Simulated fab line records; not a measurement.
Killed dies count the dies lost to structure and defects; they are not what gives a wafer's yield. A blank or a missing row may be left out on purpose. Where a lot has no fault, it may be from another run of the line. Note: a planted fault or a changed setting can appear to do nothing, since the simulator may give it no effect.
Chamber matching | flow nand_harc | 4 sister chambers for NHARC_A_CONTACT_ETCH_110 on rie_diel-03
The step etches the open film in CF4/O2, target depth 60 nm, overetch 6 nm, time 33 s. 4 wafers are shown with their chamber, then 6 later ones without.

## WAFERS WITH THEIR CHAMBER
wafer  | chamber | rf_vpp_V (V)
L983.1 | 2       | 196.2
L989.1 | 3       | 199.7
L991.5 | 0       | 195.9
L991.6 | 1       | 195.5

## WAFERS MISSING THEIR CHAMBER
wafer  | rf_vpp_V (V)
L992.2 | 196.5
L992.3 | 194.8
L992.5 | 198.0
L997.1 | 195.3
L997.3 | 196.6
L997.4 | 196.3

## THE CHAMBER EACH PASSED THROUGH
wafer  | from the rows above               | in truth
L992.2 | can't be placed: 2 or 0 or 1      | 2
L992.3 | can't be placed: 1 or 0 or 2      | 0
L992.5 | can't be placed: 3 or 2 or 0 or 1 | 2
L997.1 | can't be placed: 1 or 0 or 2      | 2
L997.3 | can't be placed: 2 or 0 or 1      | 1
L997.4 | can't be placed: 2 or 0 or 1      | 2
0 of 6 placed correctly. Unplaceable from these rows: 6, with the true chamber sitting among the candidates in 6. Number placed wrongly: 0.
How it was worked out, from the rows above alone: a wafer's distance from a chamber is the root of the sum, over the readings, of the square of ((its reading less the chamber's mean) divided by the reading's scatter). The wafer belongs to the nearest chamber; if the next one is less than 2 further off, it can't be placed. The mean given for a chamber averages the wafers shown for that chamber. The scatter (one wafer shown for each chamber): square how far every hidden wafer sits from the nearest shown wafer, average those squares and take the square root.
